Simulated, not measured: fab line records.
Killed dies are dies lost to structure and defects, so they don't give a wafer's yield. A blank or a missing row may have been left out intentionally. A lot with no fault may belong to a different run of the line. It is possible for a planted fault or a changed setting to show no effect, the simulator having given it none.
Which tool did it? + flow n5-finfet + 7 lots, 21 wafers sampled, at 6 steps of a route of 1938

WHAT EACH GAUGE READ, for each wafer
N5_BEOL_M12_OVL_MEAS_11. Usual: V11_OVL typically reads -2 nm, with standard deviation 6.1.
| lot  | measured     | on         | V11_OVL (nm) | flag |
|------|--------------|------------|--------------|------|
| L788 | day 9 21:41  | overlay-01 | -1 1 0       |      |
| L789 | day 10 15:13 | overlay-02 | -8 -3 1      |      |
| L799 | day 13 06:50 | overlay-01 | 6 2 3        |      |
| L801 | day 13 12:09 | overlay-01 | -13 -11 -10  |      |
| L805 | day 15 05:23 | overlay-01 | 9 3 8        |      |
| L808 | day 16 03:46 | overlay-02 | -5 -2 -7     |      |
| L810 | day 16 17:45 | overlay-01 | -8 -10 3     |      |

N5_BEOL_M12_CD_MEAS_28 targets a cd of 160.2 nm. Usual: 160.7 nm for cd-nm, sd 1.3.
| lot  | measured     | on        | cd-nm (nm)        | flag |
|------|--------------|-----------|-------------------|------|
| L788 | day 9 22:53  | cd-sem-03 | 161.5 161.2 161.6 |      |
| L789 | day 10 16:15 | cd-sem-02 | 161.6 161.1 161.3 |      |
| L799 | day 13 07:43 | cd-sem-03 | 171.1 172.3 161.3 | OFF  |
| L801 | day 13 13:09 | cd-sem-01 | 160.0 170.9 169.8 | OFF  |
| L805 | day 15 06:23 | cd-sem-03 | 161.9 162.9 161.7 |      |
| L808 | day 16 04:51 | cd-sem-02 | 158.7 157.4 158.2 |      |
| L810 | day 16 18:49 | cd-sem-02 | 159.0 159.3 159.3 |      |

N5_BEOL_M12_OCD_MEAS_35. Usual: 320 nm for trench-depth-nm, sd 3.9.
| lot  | measured     | on     | trench-depth-nm (nm) | flag |
|------|--------------|--------|----------------------|------|
| L788 | day 9 23:50  | ocd-02 | 319 316 311          |      |
| L789 | day 10 16:53 | ocd-02 | 320 322 320          |      |
| L799 | day 13 08:19 | ocd-02 | 325 313 321          |      |
| L801 | day 13 14:16 | ocd-01 | 320 320 329          |      |
| L805 | day 15 06:59 | ocd-02 | 314 322 322          |      |
| L808 | day 16 05:28 | ocd-02 | 316 317 323          |      |
| L810 | day 16 19:29 | ocd-01 | 313 324 314          |      |

N5_BEOL_M15_RC_MEAS_101. Usual: COMB_M10 1.5e-11 S/m, standard deviation 3.2e-12; COMB_M11 1.5e-11 S/m, standard deviation 3.1e-12; COMB_M12 6.4e-12 S/m, standard deviation 1.4e-12; COMB_M12_max_site 9.3e-12 S/m, standard deviation 2.4e-12; COMB_M13 4.9e-12 S/m, standard deviation 9.4e-13; COMB_M14 3.9e-12 S/m, standard deviation 8.9e-13; COMB_M15 2.8e-12 S/m, standard deviation 5.6e-13; COMB_M5 3.8e-11 S/m, standard deviation 8.1e-12; COMB_M6 2.6e-11 S/m, standard deviation 5.4e-12; COMB_M7 2.6e-11 S/m, standard deviation 5.7e-12; COMB_M8 2.6e-11 S/m, standard deviation 5.5e-12; COMB_M9 1.49e-11 S/m, standard deviation 3e-12; COMB_M9_max_site 2.1e-11 S/m, standard deviation 4.9e-12; SERP_M10 3.09 ohm/um, standard deviation 0.083; SERP_M11 3.07 ohm/um, standard deviation 0.067; SERP_M12 0.635 ohm/um, standard deviation 0.013; SERP_M12_max_site 0.647 ohm/um, standard deviation 0.014; SERP_M13 0.309 ohm/um, standard deviation 0.0048; SERP_M13_max_site 0.312 ohm/um, standard deviation 0.0049; SERP_M14 0.160 ohm/um, standard deviation 0.0033; SERP_M14_max_site 0.162 ohm/um, standard deviation 0.0033; SERP_M5 39.4 ohm/um, standard deviation 1.6; SERP_M6 13.7 ohm/um, standard deviation 0.39; SERP_M7 13.8 ohm/um, standard deviation 0.43; SERP_M8 13.9 ohm/um, standard deviation 0.5; SERP_M9 3.06 ohm/um, standard deviation 0.076; SERP_M9_max_site 3.16 ohm/um, standard deviation 0.08.
| lot  | measured     | on        | COMB_M10 (S/m)          | COMB_M11 (S/m)          | COMB_M12 (S/m)          | COMB_M12_max_site (S/m)  | COMB_M13 (S/m)          | COMB_M14 (S/m)          | COMB_M15 (S/m)          | COMB_M5 (S/m)           | COMB_M6 (S/m)           | COMB_M7 (S/m)           | COMB_M8 (S/m)           | COMB_M9 (S/m)              | COMB_M9_max_site (S/m)  | SERP_M10 (ohm/um) | SERP_M11 (ohm/um) | SERP_M12 (ohm/um) | SERP_M12_max_site (ohm/um) | SERP_M13 (ohm/um) | SERP_M13_max_site (ohm/um) | SERP_M14 (ohm/um) | SERP_M14_max_site (ohm/um) | SERP_M5 (ohm/um) | SERP_M6 (ohm/um) | SERP_M7 (ohm/um) | SERP_M8 (ohm/um) | SERP_M9 (ohm/um) | SERP_M9_max_site (ohm/um) | flag |
|------|--------------|-----------|-------------------------|-------------------------|-------------------------|--------------------------|-------------------------|-------------------------|-------------------------|-------------------------|-------------------------|-------------------------|-------------------------|----------------------------|-------------------------|-------------------|-------------------|-------------------|----------------------------|-------------------|----------------------------|-------------------|----------------------------|------------------|------------------|------------------|------------------|------------------|---------------------------|------|
| L788 | day 10 22:32 | prober-02 | 1.4e-11 1.5e-11 1.5e-11 | 1.4e-11 1.7e-11 1.3e-11 | 6.4e-12 4.4e-12 6.7e-12 | 8.1e-12 6.8e-12 1.18e-11 | 3.9e-12 4.3e-12 5.2e-12 | 3.3e-12 3.6e-12 3.1e-12 | 3.6e-12 2.8e-12 3.4e-12 | 4e-11 4.6e-11 5.3e-11   | 2.5e-11 2.1e-11 1.9e-11 | 3e-11 2.8e-11 3.6e-11   | 2.4e-11 3.8e-11 2.7e-11 | 1.62e-11 1.67e-11 1.17e-11 | 1.8e-11 2.2e-11 1.3e-11 | 3.10 3.14 3.15    | 2.94 2.96 3.09    | 0.632 0.646 0.645 | 0.638 0.663 0.662          | 0.319 0.306 0.303 | 0.322 0.308 0.307          | 0.164 0.163 0.160 | 0.166 0.165 0.162          | 40.8 42.2 40.8   | 14.3 13.9 14.1   | 13.3 13.5 13.3   | 13.8 13.7 13.8   | 3.04 3.11 3.06   | 3.13 3.21 3.18            |      |
| L789 | day 11 13:50 | prober-02 | 1.4e-11 1.4e-11 1.6e-11 | 1.4e-11 1.8e-11 2.1e-11 | 5.3e-12 6.5e-12 5.7e-12 | 8.4e-12 1.17e-11 7.3e-12 | 5e-12 3.6e-12 5.3e-12   | 5.9e-12 4e-12 3.4e-12   | 3.6e-12 3.9e-12 3.3e-12 | 3.8e-11 3e-11 2.7e-11   | 3.1e-11 2.9e-11 2.6e-11 | 1.8e-11 3e-11 2.5e-11   | 2.8e-11 3e-11 3.4e-11   | 1.46e-11 1.51e-11 1.32e-11 | 1.9e-11 1.8e-11 1.9e-11 | 3.09 3.23 3.08    | 3.13 3.06 3.10    | 0.637 0.631 0.627 | 0.643 0.636 0.635          | 0.317 0.310 0.316 | 0.319 0.312 0.320          | 0.164 0.154 0.154 | 0.165 0.157 0.155          | 38.1 41.3 39.6   | 13.6 14.2 13.6   | 13.5 14.4 13.4   | 14.4 14.3 14.3   | 3.09 2.93 2.96   | 3.15 3.03 3.14            |      |
| L799 | day 14 14:33 | prober-02 | 1.3e-11 1.2e-11 1.1e-11 | 2.8e-11 1.6e-11 2e-11   | 7.3e-12 5.7e-12 5.9e-12 | 1.13e-11 8.8e-12 8.4e-12 | 6.9e-12 6.1e-12 5e-12   | 4e-12 3.3e-12 3.6e-12   | 2.9e-12 3.1e-12 2.7e-12 | 3.1e-11 4.1e-11 3.8e-11 | 3.1e-11 2.3e-11 2.2e-11 | 2.3e-11 2.1e-11 3.1e-11 | 2.4e-11 2.3e-11 2.4e-11 | 1.32e-11 1.03e-11 1.32e-11 | 2.1e-11 1.3e-11 1.9e-11 | 2.96 3.12 2.94    | 2.98 3.04 2.98    | 0.569 0.580 0.628 | 0.576 0.592 0.657          | 0.315 0.313 0.312 | 0.320 0.315 0.317          | 0.160 0.167 0.159 | 0.161 0.168 0.162          | 41.7 40.7 39.2   | 14.0 13.8 13.8   | 13.3 13.7 13.7   | 13.8 14.0 14.2   | 3.05 3.12 3.20   | 3.21 3.18 3.34            | OFF  |
| L801 | day 14 18:56 | prober-01 | 1.2e-11 1.6e-11 1.8e-11 | 1e-11 1.7e-11 1.6e-11   | 7.1e-12 8.9e-12 5.7e-12 | 9.4e-12 1.04e-11 9.7e-12 | 4e-12 5.9e-12 5.6e-12   | 4e-12 2.8e-12 4.8e-12   | 2.2e-12 1.9e-12 2.2e-12 | 2.7e-11 3.1e-11 3.3e-11 | 2.3e-11 2.1e-11 3e-11   | 1.6e-11 2e-11 2.1e-11   | 2.5e-11 1.5e-11 2.4e-11 | 1.93e-11 1.6e-11 2.05e-11  | 2.7e-11 1.9e-11 3.1e-11 | 2.99 3.13 3.05    | 3.25 3.13 3.08    | 0.646 0.573 0.561 | 0.662 0.590 0.567          | 0.305 0.310 0.312 | 0.309 0.313 0.313          | 0.164 0.161 0.158 | 0.165 0.163 0.160          | 41.1 42.7 42.2   | 13.9 13.7 13.9   | 14.0 13.6 13.6   | 14.3 14.1 14.0   | 2.97 3.14 2.96   | 3.10 3.28 3.04            | OFF  |
| L805 | day 16 07:46 | prober-02 | 1.4e-11 1.3e-11 1.5e-11 | 1.4e-11 1.1e-11 9e-12   | 5.2e-12 6.1e-12 6.8e-12 | 6.1e-12 9.8e-12 1.04e-11 | 4.8e-12 5.5e-12 6.1e-12 | 3.3e-12 4e-12 3.5e-12   | 4.6e-12 3.1e-12 2.8e-12 | 3e-11 3.6e-11 4.4e-11   | 2.5e-11 2.4e-11 2.7e-11 | 2.8e-11 2.6e-11 2.2e-11 | 1.7e-11 2.1e-11 2.9e-11 | 1.3e-11 1.35e-11 1.69e-11  | 2.6e-11 1.6e-11 2.7e-11 | 3.13 3.10 3.11    | 3.14 3.10 3.03    | 0.643 0.611 0.629 | 0.657 0.622 0.647          | 0.313 0.305 0.309 | 0.320 0.310 0.313          | 0.162 0.159 0.158 | 0.163 0.161 0.160          | 38.1 40.4 39.1   | 14.2 13.3 14.0   | 14.2 14.1 14.0   | 12.9 12.9 12.9   | 3.17 3.12 3.19   | 3.22 3.27 3.36            |      |
| L808 | day 17 07:37 | prober-02 | 2e-11 1.5e-11 1.1e-11   | 1.5e-11 1.1e-11 1.8e-11 | 7.4e-12 6.2e-12 6.3e-12 | 1.09e-11 8e-12 1.07e-11  | 6.2e-12 5e-12 6.4e-12   | 6.4e-12 4.7e-12 4.2e-12 | 2.9e-12 2.4e-12 2.2e-12 | 4e-11 4.2e-11 3.9e-11   | 2.9e-11 1.8e-11 2e-11   | 3e-11 2.7e-11 3.8e-11   | 2.7e-11 2.8e-11 2.4e-11 | 1.69e-11 1.87e-11 2.02e-11 | 2.2e-11 3.7e-11 3.6e-11 | 3.07 3.06 3.11    | 3.02 3.05 3.05    | 0.658 0.669 0.646 | 0.675 0.685 0.660          | 0.309 0.309 0.309 | 0.311 0.314 0.312          | 0.164 0.160 0.164 | 0.165 0.163 0.165          | 38.9 38.7 38.5   | 13.7 13.4 13.5   | 13.6 13.7 13.9   | 14.1 13.9 14.3   | 3.06 3.11 3.02   | 3.19 3.16 3.13            |      |
| L810 | day 17 12:13 | prober-01 | 1.3e-11 2e-11 1.9e-11   | 1.5e-11 1.7e-11 1.3e-11 | 5.6e-12 8e-12 5.8e-12   | 9.9e-12 9.4e-12 8.1e-12  | 5.4e-12 6.4e-12 4.6e-12 | 2.5e-12 2.9e-12 3.6e-12 | 3e-12 3.1e-12 3e-12     | 3.1e-11 2.4e-11 3.2e-11 | 2.2e-11 2e-11 1.7e-11   | 2.6e-11 2.4e-11 3.5e-11 | 1.8e-11 2.1e-11 2.1e-11 | 1.22e-11 1.59e-11 1.88e-11 | 1.8e-11 2.5e-11 2.4e-11 | 3.01 3.03 3.02    | 3.08 3.15 3.13    | 0.655 0.634 0.666 | 0.666 0.648 0.683          | 0.308 0.303 0.302 | 0.311 0.305 0.309          | 0.160 0.166 0.159 | 0.161 0.167 0.161          | 39.4 39.5 38.6   | 13.8 14.4 14.0   | 13.3 13.5 14.3   | 13.9 13.3 13.9   | 3.08 3.03 3.23   | 3.21 3.11 3.32            |      |

WHICH TOOL RAN EACH LOT (tool, then ch and the chambers of the sampled wafers, then the start)
| lot  | N5_BEOL_M12_DESCUM_15              | N5_BEOL_M12_EXPOSE_25             |
|------|------------------------------------|-----------------------------------|
| L788 | rie-diel-03 ch 1,2, day 9 22:03    | krf-scanner-02 ch 0, day 9 22:43  |
| L789 | rie-diel-04 ch 1,2, day 10 15:25   | krf-scanner-02 ch 0, day 10 16:05 |
| L799 | rie-diel-05 ch 1,2,3, day 13 06:54 | krf-scanner-02 ch 0, day 13 07:33 |
| L801 | rie-diel-04 ch 0,2,3, day 13 12:12 | krf-scanner-02 ch 0, day 13 12:59 |
| L805 | rie-diel-05 ch 1,2,3, day 15 05:26 | krf-scanner-01 ch 0, day 15 06:13 |
| L808 | rie-diel-05 ch 0,2, day 16 03:55   | krf-scanner-02 ch 0, day 16 04:41 |
| L810 | rie-diel-03 ch 0,3, day 16 17:56   | krf-scanner-01 ch 0, day 16 18:39 |
- N5_BEOL_M12_DESCUM_15: chemistry O2, time 7.9 s.
- N5_BEOL_M12_EXPOSE_25: exposes mask M12.

WHAT THE TOOLS THEMSELVES READ (means of the sampled wafers that have a number; where no wafer has one, the mark that the record gives instead)
N5_BEOL_M12_DESCUM_15. Usual: chamber-pressure-mTorr 20.000 mTorr, standard deviation 0.018; drypump-motor-current-A 5.8 A, standard deviation 0.33; oes-product-au 0.79 a.u., standard deviation 0.089; rf-vpp-V 243.3 V, standard deviation 1.4; showerhead-plenum-p-Torr 2.11 Torr, standard deviation 0.067; throttle-valve-pct 20.46 %, standard deviation 0.25.
| lot  | tool        | chamber-pressure-mTorr (mTorr) | drypump-motor-current-A (A) | oes-product-au (a.u.) | rf-vpp-V (V) | showerhead-plenum-p-Torr (Torr) | throttle-valve-pct (%) | flag |
|------|-------------|--------------------------------|-----------------------------|-----------------------|--------------|---------------------------------|------------------------|------|
| L788 | rie-diel-03 | 19.994                         | 5.5                         | 0.78                  | 242.1        | 2.07                            | 20.07                  |      |
| L789 | rie-diel-04 | 19.999                         | 6.2                         | 0.81                  | 243.7        | 2.10                            | 20.66                  |      |
| L799 | rie-diel-05 | 20.004                         | 5.6                         | 0.76                  | 243.2        | 2.10                            | 20.47                  |      |
| L801 | rie-diel-04 | 20.013                         | 6.2                         | 0.80                  | 242.4        | 2.09                            | 20.61                  |      |
| L805 | rie-diel-05 | 19.996                         | 5.6                         | 0.74                  | 243.0        | 2.09                            | 20.49                  |      |
| L808 | rie-diel-05 | 19.993                         | 5.6                         | 0.78                  | 244.8        | 2.17                            | 20.26                  |      |
| L810 | rie-diel-03 | 19.993                         | 5.6                         | 0.76                  | 242.5        | 2.08                            | 20.74                  |      |

N5_BEOL_M12_EXPOSE_25. Usual: 0.0 nm for focus-offset-nm, sd 0.61.
| lot  | tool           | focus-offset-nm (nm) | flag |
|------|----------------|----------------------|------|
| L788 | krf-scanner-02 | -0.1                 |      |
| L789 | krf-scanner-02 | 0.9                  |      |
| L799 | krf-scanner-02 | -0.1                 |      |
| L801 | krf-scanner-02 | -0.3                 |      |
| L805 | krf-scanner-01 | 0.0                  |      |
| L808 | krf-scanner-02 | 0.5                  |      |
| L810 | krf-scanner-01 | -0.7                 |      |

THE ANSWER, worked out from the rows above alone
Rule: take the mean of a lot's wafers that have a number; if it is more than 3 standard deviations from the usual mean, the lot is off. A lot without any number at a reading at which 4 lots or more have one is off too. Where the step has rows for the other lots, those lots are counted as sound. First the gauges in route order, then the tools' own readings, where a lot's mean is used as printed above. At the first step where some lot is off, the reading lying furthest off is the one used; lots without a number count as furthest.
Off: L799, L801 (N5_BEOL_M12_CD_MEAS_28, cd-nm).
If a tool, at a process step before that reading, ran all the lots that are off and no sound lot after the first of them, it fits. The gauges at N5_BEOL_M12_CD_MEAS_28 aren't tried: what is off there is off at N5_BEOL_M15_RC_MEAS_101 too, on other tools, and a gauge's error can't cause that. No candidate that was tried fits.

WHAT THE SIMULATOR HAD INSERTED
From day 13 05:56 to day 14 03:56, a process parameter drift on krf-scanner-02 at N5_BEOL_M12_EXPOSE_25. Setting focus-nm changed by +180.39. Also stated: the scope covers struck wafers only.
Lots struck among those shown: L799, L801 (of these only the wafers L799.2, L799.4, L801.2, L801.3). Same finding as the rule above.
